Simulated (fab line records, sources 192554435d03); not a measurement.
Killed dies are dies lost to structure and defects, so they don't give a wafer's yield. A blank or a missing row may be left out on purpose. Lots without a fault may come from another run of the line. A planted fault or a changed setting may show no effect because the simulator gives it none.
fab line records | flow n5_finfet | part 2 of 2: steps 24 to 31 of 31
record lots=5 wafers=15 last_day=17
route steps=1938 shown PMOS_HMC_CHANNEL_EPI@68 FIN_SAQP@90
lots that met no fault: from a run of the same line without faults
start_h: hours from the record's first day to the start of the lot's first wafer shown | wait_h: hours since the lot's step before | " the same as in the row above | L1.1+2: a row that stands for several wafers | - no value, or no start given | * or withheld: withheld | < > ~ a bound
route shown NAME@n: a module of which the file shows steps, and the number in the route of the first | usual: mean/standard deviation of fault-free wafers | same: alike in all rows | chamber/n: place in a boat | sites: the reading at each site | _std_site: their standard deviation | _edge_site: outer sites' mean less inner sites' | radius_mm: how far each site lies from the wafer's centre | mask NAME#n: copy n | behind: the tool/chamber that last shaped the wafer | hold: why the lot was held/for how many hours/how that ended | device: the transistor (n, p or np) that didn't switch | end of line: the same wafers' tests at the end of the route | a step without rows: its recipe alone | killed: dies lost to structure and defects at the first sort, not the wafer's yield | map: a wafer's dies, x killed, . not, _ none there
set.NAME: the setting as run; set.NAME@STEP: as run at that earlier step | model.NAME: the simulator's own value behind a step, which no gauge read
lots at some steps of the route; a table a step, a row a wafer
services: from which hour (start_h, from the record's first day; less than 0 if before it) a tool's chamber was out of use, for how many hours, and why
## steps
# step N5_FIN_SAQP_PRECLEAN_44
# recipe chemistry=SC2 time_s=45 temp_c=35 mix=1:1:50
# usual bath_guard_temp_C=35.1/0.47
# columns lot.wafer tool chamber start_h wait_h bath_guard_temp_C
L076.3 wet_bench-06 7 32.11 0.0 34.7
L076.4 " 4 " " 35.0
L076.6 " 3 " " 34.7
L085.2 wet_bench-06 4 86.52 0.0 35.2
L085.3 " 7 " " 34.8
L085.6 " 3 " " 34.9
L088.1 wet_bench-03 5 104.39 0.0 34.7
L088.4 " 3 " " 35.6
L088.6 " 1 " " 34.7
L090.2 wet_bench-05 7 115.93 0.0 34.7
L090.4 " 2 " " 35.4
L090.5 " 6 " " 35.1
L092.2 wet_bench-05 7 128.60 0.0 35.2
L092.3 " 6 " " 35.2
L092.4 " 3 " " 34.8
# step N5_FIN_SAQP_SRD_01
# recipe dry=ipa_marangoni time_s=30 temp_c=23 rinse_liquid=diw
# columns lot.wafer tool chamber start_h wait_h
L076.3+4+6 wet_bench-06 7,4,3 32.12 0.0
L085.2+3+6 wet_bench-06 4,7,3 86.54 0.0
L088.1+4+6 wet_bench-03 5,3,1 104.40 0.0
L090.2+4+5 wet_bench-05 7,2,6 115.95 0.0
L092.2+3+4 wet_bench-05 7,6,3 128.62 0.0
# step N5_FIN_SAQP_ALD_61
# recipe material=SiO2 target_thk_a=40 temp_c=300 ald_precursor_family=BDEAS ald_co_reactant=O2-plasma pulse_time_s=1 purge_time_s=2 co_reactant_purge_time_s=2 ald_cycles=43 pressure_torr=2
# usual heater_power_w=468/56 precursor_pulse_height_rel=1.005/0.021 susceptor_temp_C=300.02/0.19
# columns lot.wafer tool chamber start_h wait_h heater_power_w precursor_pulse_height_rel susceptor_temp_C
L076.3 ald_sin-01 0 32.56 0.4 461 0.972 300.02
L076.4 " 3 " " 520 0.991 300.35
L076.6 " 2 " " 455 1.025 299.84
L085.2 ald_sin-01 0 86.80 0.2 456 0.989 299.81
L085.3 " 2 " " 444 0.990 299.78
L085.6 " 0 " " 450 0.975 300.12
L088.1 ald_sin-04 2 104.45 0.0 513 0.997 300.16
L088.4 " 0 " " 352 0.967 299.76
L088.6 " 1 " " 412 1.009 300.31
L090.2 ald_sin-04 1 115.99 0.0 417 1.042 300.02
L090.4 " 2 " " 508 1.040 300.00
L090.5 " 1 " " 411 1.008 299.93
L092.2 ald_sin-01 2 128.66 0.0 464 0.978 300.08
L092.3 " 3 " " 540 1.017 300.16
L092.4 " 1 " " 551 1.035 299.86
# step N5_FIN_SAQP_DENSIFY_62
# recipe temp_c=700 time_s=60 ambient=N2 idle_temp_c=600 ramp_up_c_per_s=150 ramp_down_c_per_s=60 cool_to_c=600
# usual lamp_power_pct=9.85/0.054 lamp_zone_1_pct=9.846/0.01 lamp_zone_3_pct=9.846/0.01 wafer_temp_C_max=703.4/0.61
# columns lot.wafer tool chamber start_h wait_h lamp_power_pct lamp_zone_1_pct lamp_zone_3_pct wafer_temp_C_max
L076.3 rtp_anneal-01 0 32.82 0.2 9.81 9.840 9.853 705.3
L076.4 " 0 " " 9.88 9.838 9.836 702.6
L076.6 " 0 " " 9.86 9.847 9.865 703.2
L085.2 rtp_anneal-01 0 87.03 0.1 9.87 9.832 9.854 703.1
L085.3 " 0 " " 9.82 9.870 9.828 703.5
L085.6 " 0 " " 9.86 9.855 9.835 703.8
L088.1 rtp_anneal-01 0 104.65 0.1 9.81 9.832 9.831 703.8
L088.4 " 0 " " 9.92 9.861 9.835 703.6
L088.6 " 0 " " 9.78 9.837 9.838 703.0
L090.2 rtp_anneal-01 0 116.23 0.1 9.89 9.864 9.844 703.2
L090.4 " 0 " " 9.86 9.851 9.855 703.1
L090.5 " 0 " " 9.91 9.850 9.862 703.7
L092.2 rtp_anneal-02 0 128.89 0.1 9.85 9.858 9.843 703.3
L092.3 " 0 " " 9.89 9.840 9.844 702.6
L092.4 " 0 " " 9.85 9.854 9.830 703.2
# step N5_FIN_SAQP_HM_DEP_03
# recipe material=SiNx target_thk_a=380 temp_c=400 precursor=SiH4/NH3/N2 pressure_torr=1.5 rf_w=300 time_s=33.6
# usual heater_power_w=780/110 showerhead_plenum_p_Torr=5.15/0.072 susceptor_temp_C=400.04/0.21 throttle_valve_pct=40.9/1.6
# columns lot.wafer tool chamber start_h wait_h heater_power_w showerhead_plenum_p_Torr susceptor_temp_C throttle_valve_pct
L076.3 pecvd-01 1 32.98 0.1 692 5.12 400.03 43.9
L076.4 " 0 " " 807 5.23 399.84 41.5
L076.6 " 2 " " 928 5.31 400.32 40.7
L085.2 pecvd-01 2 87.21 0.2 971 5.31 399.63 40.9
L085.3 " 0 " " 808 5.20 399.60 41.2
L085.6 " 1 " " 696 5.15 399.97 43.9
L088.1 pecvd-01 1 104.86 0.2 620 5.13 400.14 44.0
L088.4 " 0 " " 895 5.22 400.31 41.4
L088.6 " 2 " " 1057 5.30 399.97 41.0
L090.2 pecvd-03 1 116.41 0.2 846 5.07 400.18 41.3
L090.4 " 1 " " 835 5.09 399.95 41.3
L090.5 " 0 " " 805 5.20 399.82 40.9
L092.2 pecvd-03 1 129.08 0.2 766 5.09 400.03 41.1
L092.3 " 0 " " 778 5.20 399.90 41.2
L092.4 " 1 " " 757 5.10 400.14 41.1
# step N5_FIN_SAQP_THK_MEAS_05
# usual thk_nm=37.9/0.55
# columns lot.wafer tool chamber start_h wait_h thk_nm
L076.3 film_metro-01 - 33.08 0.1 37.2
L076.4 " - " " 38.4
L076.6 " - " " 38.2
L085.2 film_metro-02 - 87.30 0.1 37.0
L085.3 " - " " 37.3
L085.6 " - " " 37.7
L088.1 film_metro-01 - 104.95 0.1 37.2
L088.4 " - " " 38.1
L088.6 " - " " 37.7
L090.2 film_metro-02 - 116.50 0.1 37.4
L090.4 " - " " 38.4
L090.5 " - " " 38.8
L092.2 film_metro-01 - 129.17 0.1 37.7
L092.3 " - " " 38.0
L092.4 " - " " 38.5
# step N5_FIN_SAQP_PECVD_47
# recipe material=a-Si target_thk_a=450 temp_c=400 precursor=SiH4/He pressure_torr=3 rf_w=100 time_s=36.3
# usual heater_power_w=856/120 showerhead_plenum_p_Torr=5.67/0.056 susceptor_temp_C=400.01/0.21 throttle_valve_pct=18.5/0.76
# columns lot.wafer tool chamber start_h wait_h heater_power_w showerhead_plenum_p_Torr susceptor_temp_C throttle_valve_pct
L076.3 pecvd-04 1 33.13 0.1 642 5.61 399.74 18.4
L076.4 " 0 " " 954 5.65 400.06 17.6
L076.6 " 0 " " 965 5.67 400.21 17.6
L085.2 pecvd-03 1 87.34 0.0 852 5.61 399.35 18.7
L085.3 " 0 " " 872 5.70 399.88 18.3
L085.6 " 2 " " 866 5.63 399.75 17.8
L088.1 pecvd-03 1 104.99 0.0 813 5.62 399.91 18.5
L088.4 " 0 " " 882 5.72 399.74 18.5
L088.6 " 1 " " 836 5.63 399.99 18.5
L090.2 pecvd-04 2 116.53 0.0 765 5.60 399.87 17.2
L090.4 " 2 " " 775 5.60 399.87 17.2
L090.5 " 1 " " 683 5.60 400.03 18.5
L092.2 pecvd-01 1 129.20 0.0 706 5.67 400.35 19.8
L092.3 " 2 " " 962 5.79 400.38 18.8
L092.4 " 2 " " 966 5.77 399.97 18.9
# step N5_FIN_SAQP_PECVD_48
# recipe material=SiNx target_thk_a=250 temp_c=400 precursor=SiH4/NH3/N2 pressure_torr=1.5 rf_w=300 time_s=22.1
# usual heater_power_w=780/130 showerhead_plenum_p_Torr=5.14/0.076 susceptor_temp_C=399.96/0.21 throttle_valve_pct=40.6/1.7
# columns lot.wafer tool chamber start_h wait_h heater_power_w showerhead_plenum_p_Torr susceptor_temp_C throttle_valve_pct
L076.3 pecvd-04 1 33.19 0.0 584 5.06 400.23 40.4
L076.4 " 0 " " 903 5.14 400.12 38.4
L076.6 " 0 " " 919 5.13 400.02 38.5
L085.2 pecvd-03 1 87.38 0.0 781 5.10 400.13 41.0
L085.3 " 0 " " 828 5.20 399.84 41.1
L085.6 " 2 " " 773 5.09 400.29 39.2
L088.1 pecvd-03 1 105.03 0.0 824 5.09 400.00 41.4
L088.4 " 0 " " 823 5.20 399.70 40.8
L088.6 " 1 " " 815 5.10 400.14 41.3
L090.2 pecvd-04 2 116.58 0.0 745 5.05 399.95 38.1
L090.4 " 2 " " 710 5.05 400.22 38.3
L090.5 " 1 " " 614 5.06 399.80 40.9
L092.2 pecvd-01 1 129.24 0.0 709 5.14 400.36 43.9
L092.3 " 2 " " 972 5.31 400.19 41.3
L092.4 " 2 " " 983 5.32 400.01 41.2
## services
# columns tool chamber start_h hours kind
rie_si-03 0 6.12 3.5 repair
wet_bench-06 - 11.43 3.0 repair
pecvd-01 - 16.94 6.0 pm
pecvd-03 - 20.03 5.5 pm
pecvd-04 - 26.44 1.1 repair
rie_diel-01 1 27.37 13.8 repair
pecvd-01 2 36.73 17.1 repair
rie_diel-04 1 46.04 2.6 repair
rie_si-01 2 48.77 3.3 repair
rie_si-01 - 53.03 28.1 pm
rie_diel-06 2 57.16 4.2 repair
epi_rpcvd-03 - 64.56 0.8 repair
rie_diel-01 0 66.08 1.5 repair
ald_sin-01 2 75.89 7.2 repair
rie_si-01 1 85.12 3.7 repair
rie_si-01 - 86.10 0.1 repair
rie_diel-06 - 92.89 0.4 repair
pecvd-03 - 98.90 2.8 pm
ald_sin-01 3 111.50 1.7 repair
rie_diel-06 2 114.51 5.9 repair
rie_diel-06 - 116.53 12.6 repair
epi_rpcvd-03 - 117.13 2.7 repair
ald_sin-01 3 118.03 6.7 repair
wet_bench-03 - 122.01 0.5 repair
